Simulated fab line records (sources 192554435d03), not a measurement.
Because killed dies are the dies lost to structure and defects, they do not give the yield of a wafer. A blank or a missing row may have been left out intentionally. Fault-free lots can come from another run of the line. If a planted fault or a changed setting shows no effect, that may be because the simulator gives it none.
A lot that was struck, set against a sound lot / flow n5Finfet / 16 out of 1938 route steps
Sound: the wafers L503.2, L503.4, L503.6. Struck: wafers L522.5, L522.6. (L522.4 of the same lot was not struck and is left out.) The cause comes at the end.
Per side, at each step with rows, come the tool, then ch with its chambers, and then its first start. Under that, the readings that differ: sound wafers / struck wafers / difference of the means / sigmas: that difference in standard deviations of wafers without a fault.
alike: words and numbers the same on both sides, and readings whose means are apart by under 2 such deviations; not compared: readings that were withheld, readings missing a value for some wafer, numbers with overlapping values and no deviation given by the record, and bounds like >300 which may hide the same value.
Wherever a step has rows on one side only, a row that says differs or no value, or a row with sigmas, the two part there. Numbers that don't overlap but have no deviation are shown without sigmas and don't part them. A reading missing from all wafers of one side parts the sides only when that side holds two or more wafers.

first, 5 steps without rows for these wafers: N5_BEOL_M0_CUTY_EBR_52; N5_BEOL_M0_CUTY_SOFTBAKE_53 (time 60 s); N5_BEOL_M0_CUTY_EXPOSE_54 (exposes mask M0 ABLK); N5_BEOL_M0_CUTY_PEB_55 (peb time 60 s); N5_BEOL_M0_CUTY_DEVELOP_56 (develop time 30 s).
N5_BEOL_M0_CUTY_CD_MEAS_57: the cd target is 200 nm.
  sound on cdSem-03 ch 0, day 6 08:34; struck on cdSem-01 ch 0, day 10 22:39
  alike: cdNm
N5_BEOL_M0_CUTY_OVL_MEAS_58:
  sound on overlay-01 ch 0, day 6 08:36; struck on overlay-01 ch 0, day 10 22:41
  alike: M0_ABLK_OVL
N5_BEOL_M0_CUTY_INSPECT_59: inspects for defects (macro).
  sound: defectInspect-01 at day 6 08:37; struck: defectInspect-02 at day 10 22:43
  alike: rawDefectCount
N5_BEOL_M0_CUTY_DESCUM_61: chemistry O2, time 7.9 s.
  sound on rieDiel-06 ch 0,2, day 6 08:40; struck on rieDiel-01 ch 1,2, day 10 22:44
  alike: chamberPressureMTorr, drypumpMotorCurrentA, oesProductAu, rfVppV, showerheadPlenumPTorr, throttleValvePct
  not compared: rfHoursCounterH
N5_BEOL_M0_CUTY_ETCH_62: etches SiARC in CF4, time 58.5 s.
  sound on rieDiel-06 ch 0,2, day 6 08:41; struck on rieDiel-01 ch 1,2, day 10 22:46
  alike: chamberPressureMTorr, drypumpMotorCurrentA, etchRfOnTimeS, oesProductAu, rfVppV, showerheadPlenumPTorr, throttleValvePct
  not compared: rfHoursCounterH
N5_BEOL_M0_CUTY_ETCH_63: etches SOC in N2/H2, target depth 82.7 nm, overetch 16.5 nm, time 124 s.
  sound on rieDiel-06 ch 0,2, day 6 08:44; struck on rieDiel-01 ch 1,2, day 10 22:49
  alike: chamberPressureMTorr, drypumpMotorCurrentA, oesProductAu, rfVppV, showerheadPlenumPTorr, throttleValvePct
  not compared: rfHoursCounterH
then, 1 step without rows for these wafers: N5_BEOL_M0_CUTY_STRIP_64 (strips in N2/H2).
N5_BEOL_M0_ETCH_138: etches SiCN in CH3F/O2, target depth 12 nm, time 31.6 s.
  sound on rieDiel-06 ch 0,2, day 6 08:52; struck on rieDiel-01 ch 1,2, day 10 22:56
reading=etchRfOnTimeS (s); sound=28.8 28.3 29.8; struck=40.1 39.8; difference=+11.0; sigmas=+11
  alike: chamberPressureMTorr, drypumpMotorCurrentA, oesProductAu, rfVppV, showerheadPlenumPTorr, throttleValvePct
  not compared: rfHoursCounterH
N5_BEOL_M0_HM_OPEN_105: chemistry Cl2/BCl3, target TiN, target depth 12 nm.
  sound on rieMetal-02 ch 0,1, day 6 08:59; struck on rieMetal-02 ch 0,1, day 10 23:05
  alike: chamberPressureMTorr, drypumpMotorCurrentA, oes_ar_750_au, oesProductAu, throttleValvePct
  not compared: rfHoursCounterH
-- here the record skips 2 days between the struck wafers' starts before and after, leaving off in module BEOL_M0 and picking up in module BEOL_M4 (first step shown: number 1111 of the route) --
N5_BEOL_M4_RC_MEAS_101:
  sound on prober-01 ch 0, day 8 13:38; struck on prober-02 ch 0, day 13 00:36
reading=IOFF_N (nA/um); sound=0.182 0.110 0.132; struck=0.182 0.252; difference=+0.076; sigmas=+3
reading=IOFF_P (nA/um); sound=0.25 0.17 0.18; struck=0.23 0.31; difference=+0.07; sigmas=+2
reading=ION_N (uA/um); sound=690 651 668; struck=697 699; difference=+28; sigmas=+2
reading=SS_N (mV/dec); sound=71.7 71.0 70.8; struck=72.4 73.1; difference=+1.6; sigmas=+3
reading=SS_P (mV/dec); sound=73.5 71.8 72.6; struck=73.6 74.5; difference=+1.4; sigmas=+2
  alike: DIBL_N, DIBL_P, ION_P, VT_N, VT_P
-- a jump in the record: the struck wafers' starts before and after are 4 days apart (it breaks off in module BEOL_M4 and resumes in module PASSIVATION, where the first step shown is number 1936 of the route) --
N5_PASSIVATION_PROBE_49:
  sound: prober-01 at day 12 23:05; struck: prober-01 at day 17 09:31
reading=killedAtContacts; sound=28 13 23; struck=6 8; difference=-14; sigmas=-2
  alike: defectLimitedYield, killed_at_M0_to_M3, killed_at_M4_up, killedAtFrontEnd, killedAtOther, killedDies, killedOpen, killedShort, sort_bin_5_function, sort_bin_6_memory, sort_bin_8_speed, sortNPass, sortYieldPct

WHERE THEY PART
Last at N5_PASSIVATION_PROBE_49 as far as this record goes, first at N5_BEOL_M0_ETCH_138.

WHY: what had been put in by the simulator
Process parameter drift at N5_BEOL_M0_ETCH_138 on rieDiel-01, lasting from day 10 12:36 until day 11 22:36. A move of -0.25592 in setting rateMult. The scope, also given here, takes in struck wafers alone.
